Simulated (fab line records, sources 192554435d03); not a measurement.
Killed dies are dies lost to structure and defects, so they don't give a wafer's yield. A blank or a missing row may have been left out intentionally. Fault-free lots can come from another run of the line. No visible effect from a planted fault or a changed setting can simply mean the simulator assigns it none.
fab line records	flow n5Finfet
[record] lots = 24	wafers = 72	lastDay = 18
route steps=1938 shown BEOL_M0_SAQP@670 BEOL_M0@731 BEOL_M1@752
lots with no fault: from the same line, run without faults
startH: hours from the record's first day to the start of the lot's first wafer shown	waitH: time in hours since the lot's previous step	" unchanged from the row above	L1.1+2: one row covering several wafers at once	- value missing, or start not given	* or withheld: withheld	< > ~ a bound
route shown NAME@n: NAME is a module with steps in the file, n the number in the route of the first one	usual: mean and standard deviation over wafers with no fault	same: alike in all rows	chamber/n: place in a boat	sites: per-site readings	_std_site: standard deviation across them	_edge_site: mean of outer sites minus mean of inner sites	radiusMm: for every site, how far away it sits from the centre of the wafer	mask NAME#n: copy n	behind: the most recent tool/chamber to have shaped the wafer	hold: reason for holding the lot/hours on hold/outcome of the hold	device: names the non-switching transistor (n, p or np)	end of line: the tests these same wafers got at the end of their route	a step given without rows: its recipe and nothing more	killed: not the wafer's yield, but the dies lost to structure and defects at the first sort	map: the dies of a wafer, with x for killed, . for not killed, _ for no die there
set.NAME: the setting as run; set.NAME@STEP: as run at that earlier step	model.NAME: the simulator's own value behind a step, which no gauge read
a sample of lots followed through the steps of the route, with each step as a table and each wafer as a row
services: the hour from which a tool's chamber was out of use, counted from the record's first day as startH (under 0 if before that day), plus the number of hours and why
[[steps]]
[step N5_BEOL_M0_SAQP_RECESS_104]
[recipe] chemistry = HF/NH3	target = SiO2	targetDepthA = 180	afsCycles = 3	tempC = 30	sublimationTempC = 180	sublimationTimeS = 60
[usual] drypumpMotorCurrentA = 5.8/0.52	sublimationTempC = 180.00/0.17
lot.wafer	tool	chamber	startH	waitH	drypumpMotorCurrentA	sublimationTempC
L074.2	vaporEtch-01	1	114.93	0.1	5.0	179.76
L074.3	"	1	"	"	4.9	179.81
L074.6	"	1	"	"	5.0	179.93
L075.2	vaporEtch-02	1	116.47	0.1	6.1	180.16
L075.5	"	1	"	"	6.1	179.99
L075.6	"	0	"	"	6.3	179.84
L076.1	vaporEtch-02	1	124.24	0.1	6.1	180.02
L076.4	"	1	"	"	6.1	179.72
L076.6	"	1	"	"	6.1	180.04
L077.2	vaporEtch-02	0	130.58	0.1	6.3	180.04
L077.5	"	1	"	"	6.0	180.06
L077.6	"	0	"	"	6.3	180.15
L078.1	vaporEtch-02	0	137.86	0.1	6.3	179.91
L078.3	"	1	"	"	6.1	180.11
L078.5	"	0	"	"	6.3	179.97
L079.1	vaporEtch-01	1	144.57	0.2	4.9	180.07
L079.2	"	0	"	"	6.0	180.23
L079.4	"	0	"	"	6.0	180.07
L080.1	vaporEtch-02	1	145.86	0.1	6.1	179.57
L080.3	"	1	"	"	6.1	180.18
L080.4	"	0	"	"	6.3	180.16
L081.1	vaporEtch-02	1	156.82	0.2	6.1	180.06
L081.3	"	1	"	"	6.1	180.24
L081.5	"	1	"	"	6.1	180.12
L082.2	vaporEtch-01	0	162.36	0.4	6.0	180.02
L082.4	"	1	"	"	5.0	180.08
L082.6	"	0	"	"	6.0	180.46
L083.1	vaporEtch-01	1	165.65	0.1	4.9	180.12
L083.5	"	1	"	"	4.9	180.05
L083.6	"	0	"	"	6.0	179.85
L084.3	vaporEtch-01	0	175.28	0.2	6.0	179.82
L084.4	"	1	"	"	5.0	180.08
L084.5	"	1	"	"	4.9	180.11
L085.1	vaporEtch-01	0	178.97	0.1	6.0	179.92
L085.4	"	0	"	"	6.0	180.07
L085.5	"	0	"	"	6.0	180.02
L086.1	vaporEtch-02	1	186.34	0.1	6.1	180.18
L086.2	"	0	"	"	6.3	180.02
L086.5	"	0	"	"	6.3	179.76
L087.3	vaporEtch-01	1	192.48	0.2	5.0	179.92
L087.4	"	0	"	"	6.0	180.12
L087.6	"	1	"	"	5.0	180.06
L088.2	vaporEtch-01	0	196.49	0.1	6.0	180.11
L088.3	"	0	"	"	6.0	179.91
L088.5	"	0	"	"	6.0	179.70
L089.1	vaporEtch-01	0	205.14	0.1	6.0	179.95
L089.2	"	1	"	"	4.9	179.77
L089.4	"	0	"	"	6.0	180.00
L090.3	vaporEtch-01	1	208.10	0.3	5.0	179.95
L090.4	"	1	"	"	5.0	179.71
L090.6	"	1	"	"	4.9	179.89
L091.1	vaporEtch-02	0	213.93	0.1	6.3	179.93
L091.3	"	1	"	"	6.1	180.01
L091.4	"	0	"	"	6.3	180.11
L092.2	vaporEtch-02	0	218.43	0.1	6.3	180.01
L092.4	"	0	"	"	6.3	179.86
L092.6	"	0	"	"	6.3	179.91
L093.2	vaporEtch-02	1	223.58	0.1	6.1	179.94
L093.5	"	1	"	"	6.1	179.91
L093.6	"	0	"	"	6.3	179.97
L094.1	vaporEtch-02	0	229.84	0.1	6.3	180.14
L094.4	"	0	"	"	6.3	179.89
L094.6	"	0	"	"	6.3	179.74
L095.1	vaporEtch-01	0	237.79	0.1	6.0	179.72
L095.3	"	0	"	"	6.0	179.80
L095.4	"	1	"	"	5.0	180.17
L096.2	vaporEtch-02	0	240.79	0.1	6.3	180.13
L096.3	"	0	"	"	6.3	180.28
L096.4	"	1	"	"	6.1	179.78
L097.1	vaporEtch-01	0	244.55	0.1	6.0	180.02
L097.2	"	1	"	"	4.9	179.97
L097.6	"	1	"	"	5.0	179.91
[step N5_BEOL_M0_ALD_136]
[recipe] material = TaN	targetThkA = *	tempC = 275	aldPrecursorFamily = PDMAT	aldCoReactant = NH3	pressureTorr = 3	carrierFlowSccm = 1500	pulseTimeS = 2	purgeTimeS = 3	coReactantPurgeTimeS = 2	coReactantPulseTimeS = 3	aldCycles = 30	precursorVesselTempC = 75	precursorVesselPressureTorr = 26.25	precursorVesselCarrierSccm = 1000
[usual] heaterPowerW = 399/29
lot.wafer	tool	chamber	startH	waitH	heaterPowerW
L074.2	aldMetal-04	1	121.53	0.0	416
L074.3	"	3	"	"	394
L074.6	"	1	"	"	413
L075.2	aldMetal-04	2	122.53	0.0	384
L075.5	"	2	"	"	370
L075.6	"	1	"	"	415
L076.1	aldMetal-04	0	130.50	0.3	374
L076.4	"	3	"	"	395
L076.6	"	3	"	"	398
L077.2	aldMetal-02	2	137.84	0.0	428
L077.5	"	3	"	"	397
L077.6	"	2	"	"	422
L078.1	aldMetal-04	0	143.34	0.0	383
L078.3	"	2	"	"	373
L078.5	"	0	"	"	371
L079.1	aldMetal-02	1	149.70	0.1	384
L079.2	"	2	"	"	436
L079.4	"	3	"	"	393
L080.1	aldMetal-03	2	151.59	0.1	349
L080.3	"	3	"	"	395
L080.4	"	0	"	"	411
L081.1	aldMetal-02	1	161.95	0.1	380
L081.3	"	0	"	"	416
L081.5	"	2	"	"	429
L082.2	aldMetal-03	0	171.74	0.2	416
L082.4	"	3	"	"	381
L082.6	"	1	"	"	503
L083.1	aldMetal-02	0	174.15	0.1	413
L083.5	"	2	"	"	438
L083.6	"	3	"	"	392
L084.3	aldMetal-03	2	184.21	0.1	338
L084.4	"	2	"	"	345
L084.5	"	0	"	"	413
L085.1	aldMetal-04	2	192.81	0.2	380
L085.4	"	1	"	"	412
L085.5	"	0	"	"	380
L086.1	aldMetal-02	0	194.63	0.0	396
L086.2	"	3	"	"	395
L086.5	"	2	"	"	422
L087.3	aldMetal-04	3	199.60	0.1	414
L087.4	"	1	"	"	418
L087.6	"	2	"	"	367
L088.2	aldMetal-02	3	202.00	0.1	404
L088.3	"	1	"	"	380
L088.5	"	1	"	"	382
L089.1	aldMetal-02	2	211.87	0.0	433
L089.2	"	3	"	"	402
L089.4	"	0	"	"	406
L090.3	aldMetal-04	2	215.07	0.0	375
L090.4	"	1	"	"	411
L090.6	"	0	"	"	374
L091.1	aldMetal-03	3	221.62	0.0	390
L091.3	"	2	"	"	347
L091.4	"	0	"	"	415
L092.2	aldMetal-03	0	223.70	0.1	408
L092.4	"	2	"	"	354
L092.6	"	2	"	"	336
L093.2	aldMetal-04	0	230.25	0.0	357
L093.5	"	3	"	"	406
L093.6	"	2	"	"	364
L094.1	aldMetal-04	0	235.55	0.1	379
L094.4	"	2	"	"	368
L094.6	"	2	"	"	378
L095.1	aldMetal-04	3	244.43	0.3	398
L095.3	"	1	"	"	423
L095.4	"	0	"	"	377
L096.2	aldMetal-03	1	246.75	0.1	502
L096.3	"	2	"	"	337
L096.4	"	0	"	"	422
L097.1	aldMetal-04	3	257.60	0.1	401
L097.2	"	2	"	"	364
L097.6	"	3	"	"	393
[step N5_BEOL_M0_ANNEAL_133]
[recipe] tempC = 400	timeS = 60	ambient = vacuum
[usual] heaterPowerW = 834/63
lot.wafer	tool	chamber	startH	waitH	heaterPowerW
L074.2	pvdSputter-03	-	122.24	0.0	869
L074.3	"	-	"	"	769
L074.6	"	-	"	"	803
L075.2	pvdSputter-03	-	123.36	0.0	776
L075.5	"	-	"	"	813
L075.6	"	-	"	"	783
L076.1	pvdSputter-02	-	131.55	0.0	802
L076.4	"	-	"	"	836
L076.6	"	-	"	"	924
L077.2	pvdSputter-01	-	138.57	0.0	742
L077.5	"	-	"	"	966
L077.6	"	-	"	"	783
L078.1	pvdSputter-03	-	144.14	0.0	857
L078.3	"	-	"	"	788
L078.5	"	-	"	"	885
L079.1	pvdSputter-02	-	150.31	0.0	790
L079.2	"	-	"	"	844
L079.4	"	-	"	"	909
L080.1	pvdSputter-02	-	153.58	0.0	843
L080.3	"	-	"	"	768
L080.4	"	-	"	"	909
L081.1	pvdSputter-03	-	164.34	0.0	885
L081.3	"	-	"	"	820
L081.5	"	-	"	"	795
L082.2	pvdSputter-01	-	172.48	0.0	899
L082.4	"	-	"	"	777
L082.6	"	-	"	"	780
L083.1	pvdSputter-02	-	175.05	0.0	775
L083.5	"	-	"	"	823
L083.6	"	-	"	"	782
L084.3	pvdSputter-03	-	184.84	0.0	874
L084.4	"	-	"	"	791
L084.5	"	-	"	"	808
L085.1	pvdSputter-02	-	193.54	0.0	798
L085.4	"	-	"	"	838
L085.5	"	-	"	"	834
L086.1	pvdSputter-03	-	195.51	0.0	892
L086.2	"	-	"	"	787
L086.5	"	-	"	"	815
L087.3	pvdSputter-01	-	200.50	0.0	876
L087.4	"	-	"	"	986
L087.6	"	-	"	"	985
L088.2	pvdSputter-02	-	202.68	0.0	826
L088.3	"	-	"	"	820
L088.5	"	-	"	"	829
L089.1	pvdSputter-02	-	212.72	0.0	785
L089.2	"	-	"	"	935
L089.4	"	-	"	"	801
L090.3	pvdSputter-03	-	216.08	0.0	793
L090.4	"	-	"	"	808
L090.6	"	-	"	"	881
L091.1	pvdSputter-02	-	222.36	0.0	844
L091.3	"	-	"	"	784
L091.4	"	-	"	"	838
L092.2	pvdSputter-02	-	224.80	0.0	822
L092.4	"	-	"	"	826
L092.6	"	-	"	"	826
L093.2	pvdSputter-01	-	232.90	0.0	902
L093.5	"	-	"	"	943
L093.6	"	-	"	"	717
L094.1	pvdSputter-03	-	236.53	0.0	786
L094.4	"	-	"	"	803
L094.6	"	-	"	"	767
L095.1	pvdSputter-01	-	246.10	0.0	881
L095.3	"	-	"	"	991
L095.4	"	-	"	"	765
L096.2	pvdSputter-01	-	247.61	0.0	956
L096.3	"	-	"	"	906
L096.4	"	-	"	"	741
L097.1	pvdSputter-03	-	258.33	0.0	893
L097.2	"	-	"	"	770
L097.6	"	-	"	"	875
[step N5_BEOL_M0_CMP_120]
[recipe] stopOn = SiOC	tOverpolishS = 6.9	downForcePsi = 1	platenRpm = 50	clearingPlatenDownForcePsi = 1.5	clearingPlatenRpm = 50	postCmpClean = cuAlkaline	clearingPlatenPadVelocityMS = 0.99484	padVelocityMS = 0.99484
[usual] barrierFieldEndpointS = 3.57/0.13	clearingPlatenRpm = 50.001/0.026	motorCurrentA = 5.8/0.43	overpolishRunS = 6.900/0.0089	timeToEndpointS = 61/3.6
lot.wafer	tool	chamber	startH	waitH	barrierFieldEndpointS	clearingPlatenRpm	motorCurrentA	overpolishRunS	timeToEndpointS
L074.2	cmp-02	3	122.97	0.3	3.35	49.989	5.3	6.914	61
L074.3	"	0	"	"	3.15	49.993	5.2	6.892	57
L074.6	"	1	"	"	3.29	50.017	6.1	6.895	53
L075.2	cmp-02	3	124.32	0.3	3.45	49.971	5.2	6.894	55
L075.6	"	0	"	"	3.49	50.015	5.2	6.879	54
L075.5	"	1	"	"	3.30	49.977	6.1	6.924	49
L076.1	cmp-04	0	132.55	0.5	3.61	49.937	6.4	6.906	62
L076.4	"	1	"	"	3.82	49.996	5.8	6.891	64
L076.6	"	0	"	"	3.46	49.969	6.0	6.898	62
L077.2	cmp-03	2	139.48	0.2	3.52	50.023	6.6	6.900	66
L077.6	"	1	"	"	3.54	49.978	6.3	6.886	66
L077.5	"	2	"	"	3.85	50.012	6.3	6.896	68
L078.3	cmp-04	0	145.92	0.3	3.66	49.994	6.1	6.900	62
L078.1	"	2	"	"	3.70	49.996	6.2	6.907	62
L078.5	"	0	"	"	3.57	49.984	6.0	6.916	63
L079.1	cmp-03	3	150.97	0.3	3.51	50.017	5.7	6.912	62
L079.4	"	0	"	"	3.49	49.996	5.6	6.898	63
L079.2	"	2	"	"	3.45	49.995	6.6	6.901	66
L080.4	cmp-04	3	154.24	0.1	3.64	50.028	6.0	6.903	64
L080.1	"	1	"	"	3.61	49.953	5.8	6.883	64
L080.3	"	2	"	"	3.39	50.008	5.9	6.893	64
L081.1	cmp-04	0	165.17	0.3	3.69	49.984	6.4	6.893	62
L081.3	"	1	"	"	3.59	49.970	5.8	6.899	61
L081.5	"	3	"	"	3.74	50.033	6.2	6.906	65
L082.4	cmp-04	1	173.13	0.1	3.42	49.972	5.9	6.911	62
L082.2	"	3	"	"	3.64	49.992	6.2	6.903	63
L082.6	"	2	"	"	3.64	49.980	6.1	6.909	60
L083.1	cmp-03	3	175.78	0.3	3.73	50.001	5.9	6.891	64
L083.5	"	1	"	"	3.51	49.987	6.4	6.902	61
L083.6	"	2	"	"	3.66	50.048	6.7	6.887	67
L084.4	cmp-02	1	185.57	0.2	3.34	50.061	6.0	6.883	57
L084.3	"	3	"	"	3.44	50.011	5.2	6.899	61
L084.5	"	0	"	"	3.39	50.000	5.2	6.898	58
L085.1	cmp-02	1	194.20	0.3	3.63	49.993	6.0	6.901	57
L085.4	"	2	"	"	3.43	50.038	6.0	6.908	59
L085.5	"	1	"	"	3.59	49.988	6.0	6.899	54
L086.1	cmp-03	2	196.18	0.3	3.67	49.966	6.3	6.901	61
L086.2	"	1	"	"	3.68	50.047	6.2	6.895	62
L086.5	"	2	"	"	3.74	49.968	6.6	6.892	65
L087.3	cmp-02	3	201.15	0.2	3.55	49.995	5.1	6.914	59
L087.4	"	2	"	"	3.54	50.034	6.0	6.898	55
L087.6	"	3	"	"	3.65	49.997	5.1	6.900	57
L088.2	cmp-02	0	203.37	0.2	3.72	49.972	5.4	6.893	60
L088.3	"	1	"	"	3.34	50.024	5.9	6.906	57
L088.5	"	0	"	"	3.57	49.984	5.2	6.904	58
L089.4	cmp-04	2	213.51	0.1	3.56	50.033	5.9	6.907	61
L089.2	"	0	"	"	3.55	50.011	6.4	6.892	61
L089.1	"	1	"	"	3.62	49.983	5.7	6.900	64
L090.3	cmp-04	1	216.73	0.2	3.72	49.999	5.9	6.906	66
L090.4	"	2	"	"	3.67	50.040	6.1	6.920	64
L090.6	"	1	"	"	3.76	50.038	5.6	6.898	64
L091.1	cmp-04	0	223.01	0.3	3.66	49.996	6.2	6.901	60
L091.3	"	1	"	"	3.42	50.058	5.8	6.900	60
L091.4	"	2	"	"	3.63	50.024	6.2	6.897	63
L092.2	cmp-02	3	225.45	0.2	3.37	50.024	5.0	6.912	59
L092.4	"	2	"	"	3.39	50.025	6.1	6.913	57
L092.6	"	3	"	"	3.42	50.058	5.3	6.899	58
L093.2	cmp-02	0	233.55	0.2	3.70	49.984	5.3	6.909	61
L093.6	"	0	"	"	3.56	50.009	5.3	6.908	61
L093.5	"	1	"	"	3.57	50.010	6.1	6.897	57
L094.4	cmp-03	2	237.26	0.2	3.65	50.002	6.3	6.893	66
L094.1	"	3	"	"	3.58	49.988	5.8	6.905	63
L094.6	"	0	"	"	3.80	49.963	5.7	6.902	63
L095.3	cmp-02	3	246.75	0.2	3.56	49.971	5.1	6.903	59
L095.1	"	1	"	"	3.45	49.998	5.9	6.907	54
L095.4	"	2	"	"	3.55	49.964	6.0	6.891	59
L096.2	cmp-02	2	248.30	0.2	3.67	50.034	5.8	6.889	59
L096.4	"	3	"	"	3.81	49.981	5.1	6.910	63
L096.3	"	0	"	"	3.62	49.973	5.2	6.911	59
L097.2	cmp-02	2	259.11	0.2	3.53	50.016	6.4	6.897	59
L097.1	"	3	"	"	3.54	50.014	5.1	6.893	63
L097.6	"	3	"	"	3.66	50.011	5.2	6.893	65
[step N5_BEOL_M0_INSPECT_127]
[recipe] inspectInstrument = darkfield	mode = postDep
[usual] rawDefectCount = 66/19
lot.wafer	tool	chamber	startH	waitH	rawDefectCount
L074.2	defectInspect-01	-	123.53	0.0	84
L074.3	"	-	"	"	73
L074.6	"	-	"	"	57
L075.2	defectInspect-01	-	124.79	0.0	86
L075.5	"	-	"	"	99
L075.6	"	-	"	"	79
L076.1	defectInspect-01	-	133.19	0.0	80
L076.4	"	-	"	"	56
L076.6	"	-	"	"	66
L077.2	defectInspect-01	-	140.03	0.0	43
L077.5	"	-	"	"	77
L077.6	"	-	"	"	56
L078.1	defectInspect-01	-	146.78	0.0	67
L078.3	"	-	"	"	60
L078.5	"	-	"	"	37
L079.1	defectInspect-02	-	151.55	0.0	39
L079.2	"	-	"	"	66
L079.4	"	-	"	"	57
L080.1	defectInspect-02	-	154.82	0.0	66
L080.3	"	-	"	"	65
L080.4	"	-	"	"	79
L081.1	defectInspect-02	-	165.71	0.0	153
L081.3	"	-	"	"	107
L081.5	"	-	"	"	52
L082.2	defectInspect-02	-	173.72	0.0	58
L082.4	"	-	"	"	66
L082.6	"	-	"	"	28
L083.1	defectInspect-01	-	176.28	0.0	31
L083.5	"	-	"	"	69
L083.6	"	-	"	"	82
L084.3	defectInspect-02	-	186.12	0.0	72
L084.4	"	-	"	"	65
L084.5	"	-	"	"	73
L085.1	defectInspect-02	-	194.78	0.0	65
L085.4	"	-	"	"	113
L085.5	"	-	"	"	70
L086.1	defectInspect-02	-	196.80	0.0	60
L086.2	"	-	"	"	76
L086.5	"	-	"	"	62
L087.3	defectInspect-01	-	201.74	0.0	45
L087.4	"	-	"	"	40
L087.6	"	-	"	"	39
L088.2	defectInspect-01	-	203.91	0.0	75
L088.3	"	-	"	"	53
L088.5	"	-	"	"	33
L089.1	defectInspect-01	-	214.09	0.0	65
L089.2	"	-	"	"	67
L089.4	"	-	"	"	75
L090.3	defectInspect-01	-	217.31	0.0	54
L090.4	"	-	"	"	61
L090.6	"	-	"	"	77
L091.1	defectInspect-02	-	223.61	0.0	104
L091.3	"	-	"	"	75
L091.4	"	-	"	"	73
L092.2	defectInspect-02	-	226.03	0.0	44
L092.4	"	-	"	"	38
L092.6	"	-	"	"	75
L093.2	defectInspect-02	-	234.13	0.0	44
L093.5	"	-	"	"	55
L093.6	"	-	"	"	50
L094.1	defectInspect-02	-	237.77	0.0	45
L094.4	"	-	"	"	70
L094.6	"	-	"	"	31
L095.1	defectInspect-02	-	247.33	0.0	37
L095.3	"	-	"	"	53
L095.4	"	-	"	"	63
L096.2	defectInspect-01	-	248.84	0.0	82
L096.3	"	-	"	"	19
L096.4	"	-	"	"	53
L097.1	defectInspect-01	-	259.69	0.0	64
L097.2	"	-	"	"	45
L097.6	"	-	"	"	83
[step N5_BEOL_M1_THK_MEAS_01]
[recipe] reads = SiOC_of_BEOL_M1_ILD_DEP_00
[usual] M1_ILD_THK = 79.5/0.94
lot.wafer	tool	chamber	startH	waitH	M1_ILD_THK[nm]
L074.2	filmMetro-02	-	123.63	0.1	79.8
L074.3	"	-	"	"	78.2
L074.6	"	-	"	"	81.3
L075.2	filmMetro-02	-	124.89	0.1	80.1
L075.5	"	-	"	"	80.9
L075.6	"	-	"	"	79.8
L076.1	filmMetro-01	-	133.29	0.0	80.4
L076.4	"	-	"	"	80.4
L076.6	"	-	"	"	81.2
L077.2	filmMetro-01	-	140.13	0.1	80.4
L077.5	"	-	"	"	81.6
L077.6	"	-	"	"	80.2
L078.1	filmMetro-01	-	146.89	0.0	77.9
L078.3	"	-	"	"	77.9
L078.5	"	-	"	"	78.3
L079.1	filmMetro-01	-	151.66	0.0	78.6
L079.2	"	-	"	"	78.5
L079.4	"	-	"	"	79.6
L080.1	filmMetro-02	-	154.92	0.0	78.7
L080.3	"	-	"	"	80.2
L080.4	"	-	"	"	80.4
L081.1	filmMetro-01	-	165.81	0.0	78.7
L081.3	"	-	"	"	78.3
L081.5	"	-	"	"	80.0
L082.2	filmMetro-01	-	173.82	0.1	79.4
L082.4	"	-	"	"	80.0
L082.6	"	-	"	"	79.6
L083.1	filmMetro-01	-	176.39	0.0	78.5
L083.5	"	-	"	"	79.3
L083.6	"	-	"	"	80.1
L084.3	filmMetro-01	-	186.22	0.1	79.6
L084.4	"	-	"	"	80.2
L084.5	"	-	"	"	79.7
L085.1	filmMetro-02	-	194.88	0.0	78.7
L085.4	"	-	"	"	80.1
L085.5	"	-	"	"	80.3
L086.1	filmMetro-02	-	196.90	0.0	76.7
L086.2	"	-	"	"	78.9
L086.5	"	-	"	"	79.5
L087.3	filmMetro-02	-	201.84	0.1	79.4
L087.4	"	-	"	"	79.8
L087.6	"	-	"	"	80.0
L088.2	filmMetro-02	-	204.02	0.1	79.6
L088.3	"	-	"	"	78.9
L088.5	"	-	"	"	79.2
L089.1	filmMetro-02	-	214.21	0.1	79.7
L089.2	"	-	"	"	79.3
L089.4	"	-	"	"	79.1
L090.3	filmMetro-02	-	217.42	0.1	77.6
L090.4	"	-	"	"	79.0
L090.6	"	-	"	"	80.3
L091.1	filmMetro-01	-	223.73	0.1	79.4
L091.3	"	-	"	"	80.1
L091.4	"	-	"	"	80.4
L092.2	filmMetro-02	-	226.14	0.1	80.1
L092.4	"	-	"	"	80.9
L092.6	"	-	"	"	79.4
L093.2	filmMetro-02	-	234.25	0.1	79.1
L093.5	"	-	"	"	79.9
L093.6	"	-	"	"	79.2
L094.1	filmMetro-01	-	237.94	0.1	78.0
L094.4	"	-	"	"	79.3
L094.6	"	-	"	"	79.5
L095.1	filmMetro-02	-	247.44	0.0	79.0
L095.3	"	-	"	"	78.1
L095.4	"	-	"	"	78.8
L096.2	filmMetro-01	-	248.95	0.1	79.8
L096.3	"	-	"	"	78.2
L096.4	"	-	"	"	80.9
L097.1	filmMetro-02	-	259.80	0.0	77.8
L097.2	"	-	"	"	79.4
L097.6	"	-	"	"	79.9
[[services]]
tool	chamber	startH	hours	kind
cmp-03	-	92.40	3.5	pm
aldMetal-02	-	100.39	4.3	pm
cmp-02	-	102.67	6.4	pm
cmp-04	-	111.92	6.0	pm
vaporEtch-01	-	117.81	0.3	repair
cmp-03	-	127.85	4.0	pm
pvdSputter-01	-	129.72	1.9	repair
cmp-03	-	141.38	0.2	repair
cmp-02	-	145.88	3.5	pm
aldMetal-03	1	149.61	10.4	repair
aldMetal-03	2	151.85	23.3	repair
cmp-04	-	152.57	1.3	repair
aldMetal-03	1	176.30	19.3	repair
cmp-04	-	176.96	4.8	pm
cmp-02	-	179.48	2.3	repair
vaporEtch-01	0	199.45	2.6	repair
vaporEtch-01	0	207.64	26.0	repair
aldMetal-04	-	217.67	8.7	pm
vaporEtch-01	-	223.52	14.1	repair
cmp-04	-	223.57	4.0	pm
aldMetal-03	3	233.96	4.1	repair
cmp-02	-	240.06	4.0	pm
cmp-04	-	247.54	5.0	repair
vaporEtch-02	-	254.82	0.6	repair
[[key]]
fault none
